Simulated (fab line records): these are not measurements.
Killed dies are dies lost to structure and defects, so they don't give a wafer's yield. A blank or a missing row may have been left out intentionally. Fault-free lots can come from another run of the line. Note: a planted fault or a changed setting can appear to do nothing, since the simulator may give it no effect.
Struck lot and sound lot, side by side -- flow n5Finfet -- 14 out of 1938 route steps
Sound: wafers L229.3, L229.5, L229.6. Wafers struck: L239.1, L239.2, L239.3. The cause is named last.
Each step with rows lists, per side, the tool, then ch with its chambers, then its first start. Under that, the readings that differ: sound wafers -- struck wafers -- difference of the means -- sigmas: that difference in standard deviations of wafers without a fault.
alike: readings whose means differ by less than 2 such deviations, and words and numbers that are the same on both sides. not compared: withheld readings, readings that some wafer has no value for, bounds like >300 that may hide the same value, and numbers for which the record gives no deviation and whose values overlap.
The two part at a step that has a row with sigmas, a row that says differs or no value, or rows on one side only. Numbers that don't overlap but have no deviation are shown without sigmas and don't part them. Lack of a reading on every wafer of one side parts them only where that side has two or more wafers.

first, 4 steps without rows for these wafers: N5_BEOL_M11_SOFTBAKE_06 (time 60 s); N5_BEOL_M11_EXPOSE_08 (exposes mask M11); N5_BEOL_M11_PEB_09 (peb time 60 s); N5_BEOL_M11_DEVELOP_10 (develop time 30 s).
N5_BEOL_M11_CD_MEAS_11 targets a cd of 64.1 nm.
  sound on cdSem-01 ch 0, day 12 01:43; struck on cdSem-01 ch 0, day 15 06:58
  alike: cdNm
N5_BEOL_M11_OVL_MEAS_12:
  sound on overlay-01 ch 0, day 12 01:45; struck on overlay-01 ch 0, day 15 07:00
  alike: M11_OVL
N5_BEOL_M11_INSPECT_13: inspects for defects (brightfield).
  sound on defectInspect-02 at day 12 01:46; struck on defectInspect-01 at day 15 07:02
  alike: rawDefectCount
N5_BEOL_M11_DESCUM_16: chemistry O2, time 7.9 s.
  sound on rieDiel-03 ch 0,1,3, day 12 01:53; struck on rieDiel-01 ch 0,1,3, day 15 07:04
  alike: drypumpMotorCurrentA, oesProductAu, rfVppV, showerheadPlenumPTorr, throttleValvePct
  not compared: rfHoursCounterH
N5_BEOL_M11_ETCH_61: etches SiARC in CF4, target depth 39 nm, time 65 s.
  sound on rieDiel-03 ch 0,1,3, day 12 01:55; struck on rieDiel-01 ch 0,1,3, day 15 07:06
  alike: biasW, drypumpMotorCurrentA, etchRfOnTimeS, oesProductAu, rfVppV, showerheadPlenumPTorr, throttleValvePct
  not compared: rfHoursCounterH
N5_BEOL_M11_ETCH_62: etches SOC in N2/H2, target depth 110 nm, overetch 22 nm, time 165 s.
  sound on rieDiel-03 ch 0,1,3, day 12 01:58; struck on rieDiel-01 ch 0,1,3, day 15 07:09
  alike: biasW, drypumpMotorCurrentA, oesProductAu, rfVppV, showerheadPlenumPTorr, throttleValvePct
  not compared: rfHoursCounterH
then, 1 step without rows for these wafers: N5_BEOL_M11_STRIP_68 (strips in N2/H2).
N5_BEOL_M11_STRIP_67: strips in CF4.
  sound on rieDiel-03 ch 0,1,3, day 12 02:07; struck on rieDiel-01 ch 0,1,3, day 15 07:17
  alike: drypumpMotorCurrentA, oesProductAu, rfVppV, showerheadPlenumPTorr, throttleValvePct
  not compared: rfHoursCounterH
N5_BEOL_M11_HM_OPEN_17: chemistry Cl2/BCl3, target TiN, target depth 20 nm, overetch 6 nm.
  sound on rieMetal-02 ch 1, day 12 02:13; struck on rieMetal-02 ch 0,1, day 15 07:20
reading,sound,struck,difference,sigmas
model.SOC_of_BEOL_M11_COAT_59.thkNm (nm),92.4 92.4 92.4,94.4 94 94,+1.7,
  alike: biasW, drypumpMotorCurrentA, oesProductAu, throttleValvePct
  not compared: rfHoursCounterH, model.etch.depthNm
N5_BEOL_M11_STRIP_19: strips in O2.
  sound on rieDiel-03 ch 0,1, day 12 02:26; struck on rieDiel-03 ch 0,1,3, day 15 07:27
  alike: drypumpMotorCurrentA, oesProductAu, rfVppV, showerheadPlenumPTorr, throttleValvePct
  not compared: rfHoursCounterH

## WHERE THEY PART
Nowhere in this record.

WHY: what had been put in by the simulator
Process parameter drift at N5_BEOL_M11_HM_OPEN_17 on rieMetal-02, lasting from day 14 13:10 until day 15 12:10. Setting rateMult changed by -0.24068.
